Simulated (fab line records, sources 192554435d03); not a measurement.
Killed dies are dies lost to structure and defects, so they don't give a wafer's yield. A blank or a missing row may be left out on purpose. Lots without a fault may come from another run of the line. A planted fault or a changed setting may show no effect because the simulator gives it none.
Chamber matching | flow n5_finfet | N5_GATE_CUT_STRIP_42 on rie_diel-03: 4 sister chambers
The step strips in O2. 16 wafers are shown with their chamber, then 8 later ones without.

WAFERS WITH THEIR CHAMBER
wafer  | chamber | drypump_motor_current_A (A) | showerhead_plenum_p_Torr (Torr) | throttle_valve_pct (%)
L074.2 | 3       | 5.14                        | 2.14                            | 16.84
L074.3 | 2       | 5.24                        | 2.09                            | 16.82
L074.6 | 2       | 5.23                        | 2.09                            | 16.83
L075.2 | 1       | 5.28                        | 2.23                            | 16.55
L075.4 | 3       | 5.16                        | 2.14                            | 16.84
L075.5 | 3       | 5.15                        | 2.14                            | 16.85
L078.1 | 3       | 5.13                        | 2.14                            | 16.85
L078.2 | 1       | 5.28                        | 2.23                            | 16.54
L078.5 | 3       | 5.15                        | 2.14                            | 16.87
L079.2 | 3       | 5.13                        | 2.14                            | 16.88
L079.3 | 0       | 5.95                        | 2.09                            | 16.44
L079.6 | 0       | 5.94                        | 2.09                            | 16.43
L081.1 | 3       | 5.13                        | 2.14                            | 16.85
L081.3 | 0       | 5.91                        | 2.09                            | 16.43
L081.6 | 2       | 5.23                        | 2.08                            | 16.85
L083.1 | 3       | 5.16                        | 2.13                            | 16.90

SIGNATURES (means of the wafers above)
reading                  | chamber 0 | chamber 1 | chamber 2 | chamber 3 | scatter within a chamber
drypump_motor_current_A  | 5.9333    | 5.2800    | 5.2333    | 5.1437    | 0.0133
showerhead_plenum_p_Torr | 2.0900    | 2.2300    | 2.0867    | 2.1387    | 0.00358
throttle_valve_pct       | 16.4333   | 16.5450   | 16.8333   | 16.8600   | 0.0178
Rule: a wafer's distance from a chamber is the root of the sum, over the readings, of the square of ((its reading less the chamber's mean) divided by the reading's scatter). The wafer belongs to the nearest chamber; if the next one is less than 2 further off, it can't be placed. The scatter: the root of (the sum of the squares of (reading less its chamber's mean) over the shown wafers, divided by (wafers less chambers)).

WAFERS WITHOUT THEIR CHAMBER
wafer  | drypump_motor_current_A (A) | showerhead_plenum_p_Torr (Torr) | throttle_valve_pct (%)
L083.2 | 5.92                        | 2.09                            | 16.45
L083.6 | 5.23                        | 2.08                            | 16.85
L093.1 | 5.93                        | 2.08                            | 16.46
L093.3 | 5.12                        | 2.13                            | 16.91
L093.5 | 5.13                        | 2.13                            | 16.92
L096.1 | 5.92                        | 2.08                            | 16.50
L096.3 | 5.27                        | 2.07                            | 16.91
L096.4 | 5.29                        | 2.22                            | 16.61

WHICH CHAMBER EACH WENT THROUGH
wafer  | from the rows above | in truth
L083.2 | 0                   | 0
L083.6 | 2                   | 2
L093.1 | 0                   | 0
L093.3 | 3                   | 3
L093.5 | 3                   | 3
L096.1 | 0                   | 0
L096.3 | 2                   | 2
L096.4 | 1                   | 1
Placed correctly: 8 of 8. Can't be placed from these rows: 0. Placed wrongly: 0.
